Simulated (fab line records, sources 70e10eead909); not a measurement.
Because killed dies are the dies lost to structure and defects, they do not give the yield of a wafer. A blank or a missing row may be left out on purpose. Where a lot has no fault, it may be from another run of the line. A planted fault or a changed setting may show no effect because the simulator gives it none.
A sampling plan put to the test + flow nand_harc + one line in one fab, 43 faults in these records, each fault weighed on the records of the lots it struck
The plan consists of the line's own looks: route steps at which the wafer is read by a gauge or an inspection but not changed. Where struck wafers have a number at a look and the file lists that look's usual mean and standard deviation on fault-free wafers, the look can be judged. Caught: 4 or more of those standard deviations (sigma) separate the usual mean from the mean of the struck wafers at a look after the fault's first step. On the tool: the test repeated on the tool's own readings taken at the fault's steps. It also counts as caught if the struck wafers ran another recipe or if their record alone is blank.

THE FAULTS, as the simulator had put them in
1. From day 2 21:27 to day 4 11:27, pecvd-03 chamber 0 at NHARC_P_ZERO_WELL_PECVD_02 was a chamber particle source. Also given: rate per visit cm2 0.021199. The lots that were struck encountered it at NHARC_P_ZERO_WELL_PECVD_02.
2. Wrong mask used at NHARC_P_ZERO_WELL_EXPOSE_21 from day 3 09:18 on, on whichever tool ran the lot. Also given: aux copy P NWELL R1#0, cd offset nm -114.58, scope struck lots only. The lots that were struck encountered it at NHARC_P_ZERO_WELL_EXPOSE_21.
3. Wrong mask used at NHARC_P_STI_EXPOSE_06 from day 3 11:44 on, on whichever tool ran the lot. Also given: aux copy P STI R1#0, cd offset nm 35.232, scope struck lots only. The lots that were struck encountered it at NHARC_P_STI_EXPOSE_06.
4. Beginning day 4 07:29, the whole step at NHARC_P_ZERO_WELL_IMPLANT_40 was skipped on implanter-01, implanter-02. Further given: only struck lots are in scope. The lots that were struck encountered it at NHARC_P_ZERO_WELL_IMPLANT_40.
5. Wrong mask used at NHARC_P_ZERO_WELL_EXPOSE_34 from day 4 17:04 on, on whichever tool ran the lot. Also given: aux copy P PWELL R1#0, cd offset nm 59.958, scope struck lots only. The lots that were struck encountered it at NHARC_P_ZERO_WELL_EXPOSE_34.
6. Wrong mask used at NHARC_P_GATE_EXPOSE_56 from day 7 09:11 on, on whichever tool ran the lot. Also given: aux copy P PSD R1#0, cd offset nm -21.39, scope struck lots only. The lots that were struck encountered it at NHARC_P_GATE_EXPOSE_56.
7. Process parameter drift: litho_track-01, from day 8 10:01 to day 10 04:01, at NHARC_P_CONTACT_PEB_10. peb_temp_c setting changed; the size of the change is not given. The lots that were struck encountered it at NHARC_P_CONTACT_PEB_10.
8. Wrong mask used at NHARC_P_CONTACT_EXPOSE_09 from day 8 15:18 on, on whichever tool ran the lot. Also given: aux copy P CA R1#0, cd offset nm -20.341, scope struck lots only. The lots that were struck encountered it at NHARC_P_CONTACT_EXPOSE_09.
9. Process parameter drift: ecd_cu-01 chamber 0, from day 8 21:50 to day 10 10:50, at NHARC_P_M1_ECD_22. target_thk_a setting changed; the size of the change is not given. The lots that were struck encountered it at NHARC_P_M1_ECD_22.
10. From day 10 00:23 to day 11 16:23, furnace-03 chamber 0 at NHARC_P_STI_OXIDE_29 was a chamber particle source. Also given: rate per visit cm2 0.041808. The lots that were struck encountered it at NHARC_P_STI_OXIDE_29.
11. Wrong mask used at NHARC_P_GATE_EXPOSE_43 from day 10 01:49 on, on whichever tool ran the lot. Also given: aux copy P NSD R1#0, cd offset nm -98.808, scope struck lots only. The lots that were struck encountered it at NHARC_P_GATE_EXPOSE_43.
12. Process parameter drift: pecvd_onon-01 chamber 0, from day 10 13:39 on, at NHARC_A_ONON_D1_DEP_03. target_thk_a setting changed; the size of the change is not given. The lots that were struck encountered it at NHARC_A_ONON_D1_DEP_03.
13. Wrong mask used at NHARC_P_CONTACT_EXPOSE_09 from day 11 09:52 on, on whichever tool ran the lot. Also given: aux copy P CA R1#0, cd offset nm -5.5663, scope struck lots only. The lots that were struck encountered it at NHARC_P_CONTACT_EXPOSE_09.
14. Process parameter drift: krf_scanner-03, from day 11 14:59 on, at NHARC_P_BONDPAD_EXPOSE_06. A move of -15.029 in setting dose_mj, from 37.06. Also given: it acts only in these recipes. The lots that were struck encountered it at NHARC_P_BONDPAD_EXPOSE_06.
15. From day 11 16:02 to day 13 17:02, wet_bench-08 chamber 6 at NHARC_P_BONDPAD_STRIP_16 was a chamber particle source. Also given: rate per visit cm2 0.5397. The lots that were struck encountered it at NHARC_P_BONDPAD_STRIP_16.
16. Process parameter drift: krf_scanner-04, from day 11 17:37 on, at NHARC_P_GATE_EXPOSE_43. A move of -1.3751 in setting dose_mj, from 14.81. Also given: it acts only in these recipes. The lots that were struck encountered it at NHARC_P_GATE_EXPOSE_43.
17. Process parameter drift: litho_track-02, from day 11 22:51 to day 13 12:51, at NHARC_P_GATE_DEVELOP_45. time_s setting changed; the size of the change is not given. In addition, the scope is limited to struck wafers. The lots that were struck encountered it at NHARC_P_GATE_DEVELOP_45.
18. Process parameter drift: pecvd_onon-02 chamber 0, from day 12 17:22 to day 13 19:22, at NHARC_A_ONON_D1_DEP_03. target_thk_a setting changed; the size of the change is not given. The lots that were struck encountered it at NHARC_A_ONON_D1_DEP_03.
19. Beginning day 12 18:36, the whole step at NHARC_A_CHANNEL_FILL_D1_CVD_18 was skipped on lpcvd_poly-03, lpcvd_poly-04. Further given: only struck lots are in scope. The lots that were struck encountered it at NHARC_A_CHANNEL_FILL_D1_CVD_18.
20. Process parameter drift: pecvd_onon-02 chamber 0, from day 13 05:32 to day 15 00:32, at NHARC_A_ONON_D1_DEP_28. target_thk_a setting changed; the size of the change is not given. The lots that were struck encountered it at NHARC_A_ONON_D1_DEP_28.
21. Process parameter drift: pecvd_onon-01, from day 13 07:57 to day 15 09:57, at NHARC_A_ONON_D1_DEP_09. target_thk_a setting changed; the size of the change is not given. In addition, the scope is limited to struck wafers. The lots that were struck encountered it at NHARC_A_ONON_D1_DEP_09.
22. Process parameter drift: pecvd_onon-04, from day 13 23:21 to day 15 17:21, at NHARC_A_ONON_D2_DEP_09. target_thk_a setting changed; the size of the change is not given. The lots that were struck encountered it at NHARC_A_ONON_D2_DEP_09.
23. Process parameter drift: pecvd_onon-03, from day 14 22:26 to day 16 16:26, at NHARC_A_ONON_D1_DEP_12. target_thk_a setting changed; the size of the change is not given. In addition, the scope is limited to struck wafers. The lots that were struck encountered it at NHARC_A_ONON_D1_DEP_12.
24. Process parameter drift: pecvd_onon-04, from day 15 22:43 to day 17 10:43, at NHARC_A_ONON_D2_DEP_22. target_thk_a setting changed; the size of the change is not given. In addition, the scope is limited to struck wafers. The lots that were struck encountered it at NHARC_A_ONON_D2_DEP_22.
25. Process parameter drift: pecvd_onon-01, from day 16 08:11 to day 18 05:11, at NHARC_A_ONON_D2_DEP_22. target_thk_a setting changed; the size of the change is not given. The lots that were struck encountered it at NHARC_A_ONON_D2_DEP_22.
26. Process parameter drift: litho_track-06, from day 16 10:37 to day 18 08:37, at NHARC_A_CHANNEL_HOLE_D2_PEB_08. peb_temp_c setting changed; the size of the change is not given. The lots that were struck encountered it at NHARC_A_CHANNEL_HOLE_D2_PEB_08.
27. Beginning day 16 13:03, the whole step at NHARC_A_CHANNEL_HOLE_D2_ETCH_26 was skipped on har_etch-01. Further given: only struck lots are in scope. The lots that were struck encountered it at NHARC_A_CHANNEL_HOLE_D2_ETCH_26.
28. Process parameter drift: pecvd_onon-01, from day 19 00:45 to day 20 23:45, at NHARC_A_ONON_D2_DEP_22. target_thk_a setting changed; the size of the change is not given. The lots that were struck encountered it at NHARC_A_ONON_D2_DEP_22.
29. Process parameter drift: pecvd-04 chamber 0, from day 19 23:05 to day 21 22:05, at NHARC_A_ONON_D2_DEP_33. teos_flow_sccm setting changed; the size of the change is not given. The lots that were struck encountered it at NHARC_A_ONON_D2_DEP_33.
30. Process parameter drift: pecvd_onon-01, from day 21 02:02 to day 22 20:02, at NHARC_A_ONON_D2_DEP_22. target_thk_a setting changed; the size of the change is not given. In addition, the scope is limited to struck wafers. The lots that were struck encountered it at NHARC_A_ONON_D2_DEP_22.
31. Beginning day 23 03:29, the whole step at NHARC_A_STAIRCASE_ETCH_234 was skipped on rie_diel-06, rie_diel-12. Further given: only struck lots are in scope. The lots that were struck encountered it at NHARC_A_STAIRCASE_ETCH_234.
32. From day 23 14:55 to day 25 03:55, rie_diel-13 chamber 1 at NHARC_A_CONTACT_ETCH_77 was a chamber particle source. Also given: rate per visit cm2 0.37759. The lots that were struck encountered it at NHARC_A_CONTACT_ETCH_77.
33. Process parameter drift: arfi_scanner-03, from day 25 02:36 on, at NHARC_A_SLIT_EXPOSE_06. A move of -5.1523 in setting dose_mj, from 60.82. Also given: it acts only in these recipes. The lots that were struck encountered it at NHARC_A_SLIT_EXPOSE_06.
34. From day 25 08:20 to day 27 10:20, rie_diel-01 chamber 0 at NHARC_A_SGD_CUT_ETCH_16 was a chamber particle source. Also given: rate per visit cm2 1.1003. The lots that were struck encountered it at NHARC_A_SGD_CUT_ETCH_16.
35. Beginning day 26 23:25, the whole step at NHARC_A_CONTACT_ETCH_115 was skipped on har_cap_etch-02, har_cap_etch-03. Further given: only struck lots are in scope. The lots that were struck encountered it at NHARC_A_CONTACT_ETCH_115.
36. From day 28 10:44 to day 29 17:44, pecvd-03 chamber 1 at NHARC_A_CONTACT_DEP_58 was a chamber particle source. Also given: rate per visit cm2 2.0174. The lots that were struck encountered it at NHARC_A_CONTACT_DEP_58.
37. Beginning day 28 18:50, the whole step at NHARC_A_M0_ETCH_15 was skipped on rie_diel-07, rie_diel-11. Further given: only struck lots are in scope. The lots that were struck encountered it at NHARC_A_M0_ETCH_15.
38. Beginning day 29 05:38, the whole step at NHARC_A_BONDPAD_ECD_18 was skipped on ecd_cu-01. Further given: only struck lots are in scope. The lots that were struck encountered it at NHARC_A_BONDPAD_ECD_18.
39. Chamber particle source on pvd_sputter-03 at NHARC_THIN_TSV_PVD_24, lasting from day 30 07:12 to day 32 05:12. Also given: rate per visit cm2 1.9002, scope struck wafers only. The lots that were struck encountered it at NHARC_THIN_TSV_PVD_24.
40. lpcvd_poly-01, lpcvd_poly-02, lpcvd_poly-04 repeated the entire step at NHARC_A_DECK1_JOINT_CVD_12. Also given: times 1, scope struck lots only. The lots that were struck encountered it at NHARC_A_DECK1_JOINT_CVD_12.
41. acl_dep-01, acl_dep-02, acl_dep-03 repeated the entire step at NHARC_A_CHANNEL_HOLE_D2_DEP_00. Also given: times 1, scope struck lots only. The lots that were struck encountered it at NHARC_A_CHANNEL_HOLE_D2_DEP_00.
42. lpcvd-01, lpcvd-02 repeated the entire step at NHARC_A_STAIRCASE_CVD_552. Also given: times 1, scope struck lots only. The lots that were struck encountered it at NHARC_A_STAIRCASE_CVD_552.
43. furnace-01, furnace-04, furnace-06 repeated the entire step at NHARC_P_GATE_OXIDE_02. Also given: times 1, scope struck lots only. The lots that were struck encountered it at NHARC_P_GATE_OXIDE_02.

WHAT THE PLAN SAW
| fault | on the tool itself                               | first look that catches it                      | reading, sigma                                        | median hours from its first step to that look | hours from the fault's start to the first struck lot there | judged looks passed uncaught |
|-------|--------------------------------------------------|-------------------------------------------------|-------------------------------------------------------|-----------------------------------------------|------------------------------------------------------------|------------------------------|
| 1     | no reading that can be judged                    | NHARC_P_STI_INSPECT_11                          | raw_defect_count +6.1                                 | 21.6                                          | 27                                                         | 1                            |
| 2     | under 2 sigma                                    | NHARC_P_ZERO_WELL_CD_MEAS_24                    | cd_nm -67                                             | 0.1                                           | 5                                                          | 0                            |
| 3     | under 2 sigma                                    | NHARC_P_STI_CD_MEAS_09                          | cd_nm +17                                             | 0.1                                           | 6                                                          | 0                            |
| 4     | the tool's record is blank for the struck wafers | NHARC_END_SORT_01                               | killed_at_periphery +99 or beyond                     | 550.0                                         | 559                                                        | 0                            |
| 5     | no reading that can be judged                    | NHARC_P_ZERO_WELL_CD_MEAS_37                    | cd_nm +36                                             | 0.2                                           | 5                                                          | 0                            |
| 6     | no reading that can be judged                    | NHARC_P_GATE_CD_MEAS_59                         | cd_nm -11                                             | 0.1                                           | 6                                                          | 0                            |
| 7     | plate_temp_C +6.3 sigma                          | not the one look that can be judged after it    | strongest: cd_nm at NHARC_P_CONTACT_CD_MEAS_12, +3.7  | -                                             | -                                                          | 1                            |
| 8     | no reading that can be judged                    | NHARC_P_CONTACT_CD_MEAS_12                      | cd_nm -33                                             | 0.1                                           | 4                                                          | 0                            |
| 9     | no reading that can be judged                    | NHARC_END_SORT_01                               | killed_at_other +4.2                                  | 449.5                                         | 464                                                        | 1                            |
| 10    | no reading that can be judged                    | NHARC_P_STI_INSPECT_11                          | raw_defect_count +10                                  | 11.4                                          | 27                                                         | 0                            |
| 11    | under 2 sigma                                    | NHARC_P_GATE_CD_MEAS_46                         | cd_nm -51                                             | 0.2                                           | 10                                                         | 0                            |
| 12    | no reading that can be judged                    | NHARC_A_ONON_D1_THK_MEAS_05                     | thk_nm +63                                            | 0.5                                           | 4                                                          | 0                            |
| 13    | no reading that can be judged                    | NHARC_P_CONTACT_CD_MEAS_12                      | cd_nm -9.3                                            | 0.1                                           | 10                                                         | 0                            |
| 14    | exposure_dose_mJ_cm2 -99 or beyond sigma         | NHARC_P_BONDPAD_CD_MEAS_09                      | cd_nm -5.2                                            | 0.2                                           | 22                                                         | 0                            |
| 15    | no reading that can be judged                    | NHARC_END_SORT_01                               | killed_at_periphery +7.5                              | 431.6                                         | 434                                                        | 1                            |
| 16    | exposure_dose_mJ_cm2 -99 or beyond sigma         | NHARC_P_GATE_CD_MEAS_46                         | cd_nm -9.4                                            | 0.2                                           | 7                                                          | 0                            |
| 17    | no reading that can be judged                    | NHARC_END_SORT_01                               | killed_at_periphery +99 or beyond                     | 451.8                                         | 459                                                        | 0                            |
| 18    | no reading that can be judged                    | NHARC_A_ONON_D1_THK_MEAS_05                     | thk_nm +57                                            | 0.5                                           | 3                                                          | 0                            |
| 19    | the tool's record is blank for the struck wafers | NHARC_END_SORT_01                               | killed_dies +28                                       | 354.9                                         | 370                                                        | 0                            |
| 20    | no reading that can be judged                    | NHARC_A_ONON_D1_THK_MEAS_30                     | thk_nm -33                                            | 0.5                                           | 2                                                          | 0                            |
| 21    | no reading that can be judged                    | NHARC_A_ONON_D1_THK_MEAS_11                     | thk_nm -13                                            | 0.5                                           | 12                                                         | 0                            |
| 22    | no reading that can be judged                    | NHARC_A_ONON_D2_THK_MEAS_11                     | thk_nm +7.6                                           | 0.5                                           | 16                                                         | 0                            |
| 23    | under 2 sigma                                    | NHARC_A_ONON_D1_THK_MEAS_14                     | thk_nm -43                                            | 0.5                                           | 16                                                         | 0                            |
| 24    | no reading that can be judged                    | NHARC_A_ONON_D2_THK_MEAS_24                     | thk_nm +30                                            | 0.5                                           | 3                                                          | 0                            |
| 25    | no reading that can be judged                    | NHARC_A_ONON_D2_THK_MEAS_24                     | thk_nm -65                                            | 0.5                                           | 8                                                          | 0                            |
| 26    | plate_temp_C +12 sigma                           | NHARC_A_CHANNEL_HOLE_D2_CD_MEAS_10              | cd_nm +7.4                                            | 0.1                                           | 9                                                          | 0                            |
| 27    | the tool's record is blank for the struck wafers | NHARC_END_SORT_01                               | killed_dies +28                                       | 279.3                                         | 281                                                        | 0                            |
| 28    | no reading that can be judged                    | NHARC_A_ONON_D2_THK_MEAS_24                     | thk_nm -31                                            | 0.5                                           | 3                                                          | 0                            |
| 29    | mfc_precursor_sccm +46 sigma                     | NHARC_A_ONON_D2_THK_MEAS_34                     | thk_nm +11                                            | 0.4                                           | 19                                                         | 0                            |
| 30    | no reading that can be judged                    | NHARC_A_ONON_D2_THK_MEAS_24                     | thk_nm -17                                            | 0.5                                           | 11                                                         | 0                            |
| 31    | the tool's record is blank for the struck wafers | NHARC_END_SORT_01                               | killed_at_array +28                                   | 199.3                                         | 194                                                        | 0                            |
| 32    | under 2 sigma                                    | none of the 3 looks that can be judged after it | strongest: killed_at_array at NHARC_END_SORT_01, +3.4 | -                                             | -                                                          | 3                            |
| 33    | exposure_dose_mJ_cm2 -70 sigma                   | NHARC_A_SLIT_CD_MEAS_09                         | cd_nm -8.7                                            | 0.1                                           | 10                                                         | 0                            |
| 34    | under 2 sigma                                    | none of the 4 looks that can be judged after it | strongest: killed_dies at NHARC_END_SORT_01, +3.0     | -                                             | -                                                          | 4                            |
| 35    | the tool's record is blank for the struck wafers | NHARC_END_SORT_01                               | killed_dies +28                                       | 76.0                                          | 82                                                         | 0                            |
| 36    | under 2 sigma                                    | NHARC_A_CONTACT_INSPECT_71                      | raw_defect_count +31                                  | 0.7                                           | 4                                                          | 0                            |
| 37    | the tool's record is blank for the struck wafers | NHARC_END_SORT_01                               | defect_limited_yield -28                              | 44.2                                          | 46                                                         | 0                            |
| 38    | the tool's record is blank for the struck wafers | NHARC_A_BONDPAD_THK_MEAS_20                     | thk_nm -99 or beyond                                  | 1.0                                           | 1                                                          | 0                            |
| 39    | no reading that can be judged                    | NHARC_THIN_TSV_INSPECT_40                       | raw_defect_count +11                                  | 6.8                                           | 11                                                         | 0                            |
| 40    | no reading that can be judged                    | not the one look that can be judged after it    | -                                                     | -                                             | -                                                          | 1                            |
| 41    | under 2 sigma                                    | NHARC_END_SORT_01                               | killed_dies +28                                       | 274.5                                         | -                                                          | 0                            |
| 42    | no reading that can be judged                    | NHARC_END_SORT_01                               | killed_dies +28                                       | 170.5                                         | -                                                          | 0                            |
| 43    | under 2 sigma                                    | NHARC_END_SORT_01                               | killed_at_periphery +99 or beyond                     | 493.6                                         | -                                                          | 0                            |
A dash: this means the fault isn't caught or the number doesn't appear in these records.

Caught at a look: 39 of 43. Caught on the tool: 13 of 43. By one or the other: 40 of 43.
Caught on the tool alone: fault 7.
Caught at a look alone: faults 1, 2, 3, 5, 6, 8, 9, 10, 11, 12, 13, 15, 17, 18, 20, 21, 22, 23, 24, 25, 28, 30, 36, 39, 41, 42, 43.
Caught by neither: faults 32, 34, 40.

THINNER SAMPLING
In the worst case, this is how late the first struck lot would be measured if the look that catches a fault measured only every second or every third lot, by lot number:
| fault | struck lots at that look, in order of time | every lot | every second lot | every third lot |
|-------|--------------------------------------------|-----------|------------------|-----------------|
| 1     | L728                                       | 27 h      | may miss it      | may miss it     |
| 2     | L455                                       | 5 h       | may miss it      | may miss it     |
| 3     | L277                                       | 6 h       | may miss it      | may miss it     |
| 4     | L247, L246, L248                           | 559 h     | 566 h            | 574 h           |
| 5     | L181                                       | 5 h       | may miss it      | may miss it     |
| 6     | L742                                       | 6 h       | may miss it      | may miss it     |
| 8     | L541                                       | 4 h       | may miss it      | may miss it     |
| 9     | L172                                       | 464 h     | may miss it      | may miss it     |
| 10    | L753, L754, L755                           | 27 h      | 38 h             | 46 h            |
| 11    | L136                                       | 10 h      | may miss it      | may miss it     |
| 12    | L836, L837                                 | 4 h       | 9 h              | may miss all 2  |
| 13    | L314                                       | 10 h      | may miss it      | may miss it     |
| 14    | L133, L135                                 | 22 h      | may miss all 2   | may miss all 2  |
| 15    | L705                                       | 434 h     | may miss it      | may miss it     |
| 16    | L367, L369                                 | 7 h       | may miss all 2   | may miss all 2  |
| 17    | L496, L495, L497                           | 459 h     | 463 h            | 484 h           |
| 18    | L949, L951                                 | 3 h       | may miss all 2   | may miss all 2  |
| 19    | L844, L843                                 | 370 h     | 378 h            | may miss all 2  |
| 20    | L443, L445, L447                           | 2 h       | may miss all 3   | 37 h            |
| 21    | L833, L834, L836                           | 12 h      | 23 h             | may miss all 3  |
| 22    | L410, L411                                 | 16 h      | 41 h             | may miss all 2  |
| 23    | L778, L779, L780                           | 16 h      | 31 h             | 40 h            |
| 24    | L243, L244                                 | 3 h       | 17 h             | may miss all 2  |
| 25    | L485, L486                                 | 8 h       | 34 h             | may miss all 2  |
| 26    | L744, L747                                 | 9 h       | 37 h             | may miss all 2  |
| 27    | L983, L984                                 | 281 h     | 288 h            | may miss all 2  |
| 28    | L450, L453                                 | 3 h       | 40 h             | may miss all 2  |
| 29    | L856, L858                                 | 19 h      | may miss all 2   | may miss all 2  |
| 30    | L303, L306                                 | 11 h      | 26 h             | may miss all 2  |
| 31    | L607, L609, L610                           | 194 h     | 259 h            | may miss all 3  |
| 33    | L750, L752, L751                           | 10 h      | 21 h             | 21 h            |
| 35    | L882, L884                                 | 82 h      | may miss all 2   | may miss all 2  |
| 36    | L714, L716                                 | 4 h       | may miss all 2   | may miss all 2  |
| 37    | L692, L691                                 | 46 h      | 50 h             | may miss all 2  |
| 38    | L185, L184                                 | 1 h       | 11 h             | may miss all 2  |
| 39    | L360, L359                                 | 11 h      | 17 h             | may miss all 2  |
Hours count from the start of the fault until the first struck lot that is measured. The test against the limit of 4 sigma pooled every struck wafer, which means one lot taken alone may stay below that limit. Other struck lots may not be in these records.

THE LONGEST TIMED WAY FROM STEP TO LOOK
In fault 4, a median of 550.0 hours elapses between NHARC_P_ZERO_WELL_IMPLANT_40 and NHARC_END_SORT_01. No look between them can be judged.
